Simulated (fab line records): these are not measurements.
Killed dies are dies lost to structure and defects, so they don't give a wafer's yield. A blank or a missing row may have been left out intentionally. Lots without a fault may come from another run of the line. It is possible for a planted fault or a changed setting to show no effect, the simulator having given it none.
Which tool did it? :: flow nand_harc :: 13 lots, 37 wafers sampled, at 5 steps of a route of 1302

## WHAT THE GAUGES SHOWED, per wafer
NHARC_END_SORT_01. Usual: killed_at_array 61, standard deviation 23; killed_at_other 1.3, standard deviation 1.4; killed_at_periphery 4.0, standard deviation 2.6; killed_dies 66, standard deviation 22; killed_open 3.4, standard deviation 1.8; killed_short 2.3, standard deviation 1.4.
lot: L871
measured: day 24 18:42
on: prober-02
killed_at_array: 59 60 67
killed_at_other: 2 2 1
killed_at_periphery: 5 4 8
killed_dies: 66 66 76
killed_open: 4 3 4
killed_short: 2 2 2
flag: 

lot: L882
measured: day 29 05:47
on: prober-01
killed_at_array: 64 70
killed_at_other: 4 1
killed_at_periphery: 1 2
killed_dies: 69 73
killed_open: 4 5
killed_short: 3 1
flag: 

lot: L883
measured: day 29 22:58
on: prober-02
killed_at_array: 62
killed_at_other: 0
killed_at_periphery: 4
killed_dies: 66
killed_open: 7
killed_short: 1
flag: 

lot: L889
measured: day 32 17:55
on: prober-01
killed_at_array: 53 47 50
killed_at_other: 1 0 0
killed_at_periphery: 7 5 4
killed_dies: 61 52 54
killed_open: 4 0 4
killed_short: 3 1 3
flag: 

lot: L890
measured: day 33 12:38
on: prober-02
killed_at_array: 52 55 72
killed_at_other: 3 3 1
killed_at_periphery: 3 1 4
killed_dies: 58 59 77
killed_open: 3 4 3
killed_short: 1 1 1
flag: 

## EACH LOT AND THE TOOL THAT RAN IT (in order: tool; ch and the chambers of the sampled wafers; start)
lot: L871
NHARC_A_CONTACT_ETCH_124: har_cap_etch-01 ch 1, day 22 10:13
NHARC_A_CONTACT_ETCH_128: har_cap_etch-01 ch 1, day 22 10:56
NHARC_A_CONTACT_ETCH_132: har_cap_etch-01 ch 1, day 22 11:39
NHARC_A_CONTACT_ETCH_91: rie_diel-04 ch 1,2, day 22 12:37

lot: L874
NHARC_A_CONTACT_ETCH_124: har_cap_etch-01 ch 0,1, day 23 12:43
NHARC_A_CONTACT_ETCH_128: har_cap_etch-01 ch 0,1, day 23 13:26
NHARC_A_CONTACT_ETCH_132: har_cap_etch-01 ch 0,1, day 23 14:08
NHARC_A_CONTACT_ETCH_91: rie_diel-11 ch 1,2,3, day 23 15:06

lot: L875
NHARC_A_CONTACT_ETCH_124: har_cap_etch-02 ch 0,1, day 24 06:16
NHARC_A_CONTACT_ETCH_128: har_cap_etch-02 ch 0,1, day 24 07:00
NHARC_A_CONTACT_ETCH_132: har_cap_etch-02 ch 0,1, day 24 07:43
NHARC_A_CONTACT_ETCH_91: rie_diel-11 ch 0,2,3, day 24 08:40

lot: L876
NHARC_A_CONTACT_ETCH_124: har_cap_etch-01 ch 0,1, day 24 10:59
NHARC_A_CONTACT_ETCH_128: har_cap_etch-01 ch 0,1, day 24 11:57
NHARC_A_CONTACT_ETCH_132: har_cap_etch-01 ch 0,1, day 24 12:53
NHARC_A_CONTACT_ETCH_91: rie_diel-11 ch 0,1,2, day 24 14:04

lot: L881
NHARC_A_CONTACT_ETCH_124: har_cap_etch-03 ch 0,1, day 26 05:29
NHARC_A_CONTACT_ETCH_128: har_cap_etch-03 ch 0,1, day 26 06:13
NHARC_A_CONTACT_ETCH_132: har_cap_etch-03 ch 0,1, day 26 06:55
NHARC_A_CONTACT_ETCH_91: rie_diel-11 ch 0,3, day 26 07:54

lot: L882
NHARC_A_CONTACT_ETCH_124: har_cap_etch-01 ch 0,1, day 26 22:23
NHARC_A_CONTACT_ETCH_128: har_cap_etch-01 ch 0,1, day 26 23:07
NHARC_A_CONTACT_ETCH_132: har_cap_etch-01 ch 0,1, day 26 23:49
NHARC_A_CONTACT_ETCH_91: rie_diel-11 ch 0,3, day 27 00:49

lot: L883
NHARC_A_CONTACT_ETCH_124: har_cap_etch-01 ch 0,1, day 27 13:04
NHARC_A_CONTACT_ETCH_128: har_cap_etch-01 ch 0,1, day 27 13:48
NHARC_A_CONTACT_ETCH_132: har_cap_etch-01 ch 0,1, day 27 14:31
NHARC_A_CONTACT_ETCH_91: rie_diel-11 ch 0,2,3, day 27 15:28

lot: L889
NHARC_A_CONTACT_ETCH_124: har_cap_etch-02 ch 0,1, day 30 03:27
NHARC_A_CONTACT_ETCH_128: har_cap_etch-02 ch 0,1, day 30 04:11
NHARC_A_CONTACT_ETCH_132: har_cap_etch-02 ch 0,1, day 30 04:53
NHARC_A_CONTACT_ETCH_91: rie_diel-11 ch 1,2,3, day 30 05:52

lot: L888
NHARC_A_CONTACT_ETCH_124: har_cap_etch-01 ch 0,1, day 30 03:49
NHARC_A_CONTACT_ETCH_128: har_cap_etch-01 ch 0,1, day 30 04:33
NHARC_A_CONTACT_ETCH_132: har_cap_etch-01 ch 0,1, day 30 05:15
NHARC_A_CONTACT_ETCH_91: rie_diel-01 ch 0,2,3, day 30 06:13

lot: L891
NHARC_A_CONTACT_ETCH_124: har_cap_etch-03 ch 0,1, day 30 16:46
NHARC_A_CONTACT_ETCH_128: har_cap_etch-03 ch 0,1, day 30 17:31
NHARC_A_CONTACT_ETCH_132: har_cap_etch-03 ch 0,1, day 30 18:13
NHARC_A_CONTACT_ETCH_91: rie_diel-01 ch 1,2,3, day 30 19:10

lot: L892
NHARC_A_CONTACT_ETCH_124: har_cap_etch-01 ch 0,1, day 30 19:57
NHARC_A_CONTACT_ETCH_128: har_cap_etch-01 ch 0,1, day 30 20:41
NHARC_A_CONTACT_ETCH_132: har_cap_etch-01 ch 0,1, day 30 21:23
NHARC_A_CONTACT_ETCH_91: rie_diel-11 ch 0,1,3, day 30 22:21

lot: L890
NHARC_A_CONTACT_ETCH_124: har_cap_etch-03 ch 0,1, day 31 01:50
NHARC_A_CONTACT_ETCH_128: har_cap_etch-03 ch 0,1, day 31 02:34
NHARC_A_CONTACT_ETCH_132: har_cap_etch-03 ch 0,1, day 31 03:16
NHARC_A_CONTACT_ETCH_91: rie_diel-11 ch 0,2, day 31 04:14

lot: L893
NHARC_A_CONTACT_ETCH_124: har_cap_etch-03 ch 0,1, day 31 07:16
NHARC_A_CONTACT_ETCH_128: har_cap_etch-03 ch 0,1, day 31 07:59
NHARC_A_CONTACT_ETCH_132: har_cap_etch-03 ch 0,1, day 31 08:41
NHARC_A_CONTACT_ETCH_91: rie_diel-01 ch 1,2,3, day 31 09:38
- NHARC_A_CONTACT_ETCH_124: etches the open film in C4F8/O2/Ar, time 140 s, target depth 700 nm.
- NHARC_A_CONTACT_ETCH_128: etches the open film in C4F8/O2/Ar, time 197 s, target depth 1918 nm.
- NHARC_A_CONTACT_ETCH_132: etches the open film in C4F8/O2/Ar, time 197 s, target depth 1924 nm.
- NHARC_A_CONTACT_ETCH_91: etches the open film in CH3F/O2, target depth 40 nm, time 85.7 s.

## WHAT THE TOOLS THEMSELVES READ (means of the sampled wafers that have a number; where no wafer has one, the mark that the record gives instead)
NHARC_A_CONTACT_ETCH_124. Usual: run_length_s at 141.4 s, with a standard deviation of 0.37.
lot: L871
tool: har_cap_etch-01
run_length_s (s): 141.1
flag: 

lot: L874
tool: har_cap_etch-01
run_length_s (s): 141.3
flag: 

lot: L875
tool: har_cap_etch-02
run_length_s (s): 141.8
flag: 

lot: L876
tool: har_cap_etch-01
run_length_s (s): 141.4
flag: 

lot: L881
tool: har_cap_etch-03
run_length_s (s): 141.5
flag: 

lot: L882
tool: har_cap_etch-01
run_length_s (s): 141.4
flag: 

lot: L883
tool: har_cap_etch-01
run_length_s (s): 141.3
flag: 

lot: L889
tool: har_cap_etch-02
run_length_s (s): 141.6
flag: 

lot: L888
tool: har_cap_etch-01
run_length_s (s): 141.5
flag: 

lot: L891
tool: har_cap_etch-03
run_length_s (s): 141.3
flag: 

lot: L892
tool: har_cap_etch-01
run_length_s (s): 141.5
flag: 

lot: L890
tool: har_cap_etch-03
run_length_s (s): 141.2
flag: 

lot: L893
tool: har_cap_etch-03
run_length_s (s): 141.4
flag: 

NHARC_A_CONTACT_ETCH_91. Usual: drypump_motor_current_A 5.6 A, standard deviation 0.46; oes_product_au 0.94 a.u., standard deviation 0.031; rf_vpp_V 245.3 V, standard deviation 2.1; run_length_s 107.0 s, standard deviation 0.31; showerhead_plenum_p_Torr 2.53 Torr, standard deviation 0.15; throttle_valve_pct 20.662 %, standard deviation 0.0093.
lot: L871
tool: rie_diel-04
drypump_motor_current_A (A): 5.1
oes_product_au (a.u.): 0.92
rf_vpp_V (V): 242.3
run_length_s (s): 106.8
showerhead_plenum_p_Torr (Torr): 2.28
throttle_valve_pct (%): 20.667
flag: 

lot: L874
tool: rie_diel-11
drypump_motor_current_A (A): 5.4
oes_product_au (a.u.): 0.93
rf_vpp_V (V): 247.3
run_length_s (s): 106.9
showerhead_plenum_p_Torr (Torr): 2.65
throttle_valve_pct (%): 20.660
flag: 

lot: L875
tool: rie_diel-11
drypump_motor_current_A (A): 5.7
oes_product_au (a.u.): 0.94
rf_vpp_V (V): 245.2
run_length_s (s): 107.0
showerhead_plenum_p_Torr (Torr): 2.54
throttle_valve_pct (%): 20.661
flag: 

lot: L876
tool: rie_diel-11
drypump_motor_current_A (A): 5.6
oes_product_au (a.u.): 0.93
rf_vpp_V (V): 244.8
run_length_s (s): 107.2
showerhead_plenum_p_Torr (Torr): 2.54
throttle_valve_pct (%): 20.669
flag: 

lot: L881
tool: rie_diel-11
drypump_motor_current_A (A): 6.0
oes_product_au (a.u.): 0.94
rf_vpp_V (V): 245.4
run_length_s (s): 90.8
showerhead_plenum_p_Torr (Torr): 2.49
throttle_valve_pct (%): 20.651
flag: OFF

lot: L882
tool: rie_diel-11
drypump_motor_current_A (A): 5.9
oes_product_au (a.u.): 1.00
rf_vpp_V (V): 244.4
run_length_s (s): 90.9
showerhead_plenum_p_Torr (Torr): 2.49
throttle_valve_pct (%): 20.646
flag: OFF

lot: L883
tool: rie_diel-11
drypump_motor_current_A (A): 5.7
oes_product_au (a.u.): 0.93
rf_vpp_V (V): 245.5
run_length_s (s): 85.7
showerhead_plenum_p_Torr (Torr): 2.54
throttle_valve_pct (%): 20.666
flag: OFF

lot: L889
tool: rie_diel-11
drypump_motor_current_A (A): 5.4
oes_product_au (a.u.): 0.93
rf_vpp_V (V): 247.0
run_length_s (s): 107.1
showerhead_plenum_p_Torr (Torr): 2.64
throttle_valve_pct (%): 20.666
flag: 

lot: L888
tool: rie_diel-01
drypump_motor_current_A (A): 6.0
oes_product_au (a.u.): 0.92
rf_vpp_V (V): 244.6
run_length_s (s): 106.9
showerhead_plenum_p_Torr (Torr): 2.49
throttle_valve_pct (%): 20.662
flag: 

lot: L891
tool: rie_diel-01
drypump_motor_current_A (A): 6.2
oes_product_au (a.u.): 0.92
rf_vpp_V (V): 244.9
run_length_s (s): 106.9
showerhead_plenum_p_Torr (Torr): 2.47
throttle_valve_pct (%): 20.658
flag: 

lot: L892
tool: rie_diel-11
drypump_motor_current_A (A): 5.8
oes_product_au (a.u.): 0.92
rf_vpp_V (V): 246.1
run_length_s (s): 107.3
showerhead_plenum_p_Torr (Torr): 2.53
throttle_valve_pct (%): 20.661
flag: 

lot: L890
tool: rie_diel-11
drypump_motor_current_A (A): 5.5
oes_product_au (a.u.): 0.92
rf_vpp_V (V): 245.4
run_length_s (s): 107.2
showerhead_plenum_p_Torr (Torr): 2.53
throttle_valve_pct (%): 20.665
flag: 

lot: L893
tool: rie_diel-01
drypump_motor_current_A (A): 6.2
oes_product_au (a.u.): 0.93
rf_vpp_V (V): 245.1
run_length_s (s): 107.0
showerhead_plenum_p_Torr (Torr): 2.47
throttle_valve_pct (%): 20.663
flag: 

## THE ANSWER, worked out from the rows above alone
Rule: lot off if the mean of its wafers having a number is beyond 3 standard deviations from the usual mean. Also off: a lot with no number at a reading for which 4 or more lots have one. All remaining lots with rows at the step are treated as sound. After the gauges, taken in route order, come the tools' own readings; for these a lot's mean is taken, as printed above. The first step at which some lot is off is used, and at that step the reading that is off furthest; a lot without a number counts as furthest.
Off: L881, L882, L883 (NHARC_A_CONTACT_ETCH_91, run_length_s).
If a tool, at that step or one of the process steps before it, ran each lot that is off and ran no sound lot following the first of them, it fits. Of those tried, none fits.

## WHAT THE SIMULATOR HAD PUT IN
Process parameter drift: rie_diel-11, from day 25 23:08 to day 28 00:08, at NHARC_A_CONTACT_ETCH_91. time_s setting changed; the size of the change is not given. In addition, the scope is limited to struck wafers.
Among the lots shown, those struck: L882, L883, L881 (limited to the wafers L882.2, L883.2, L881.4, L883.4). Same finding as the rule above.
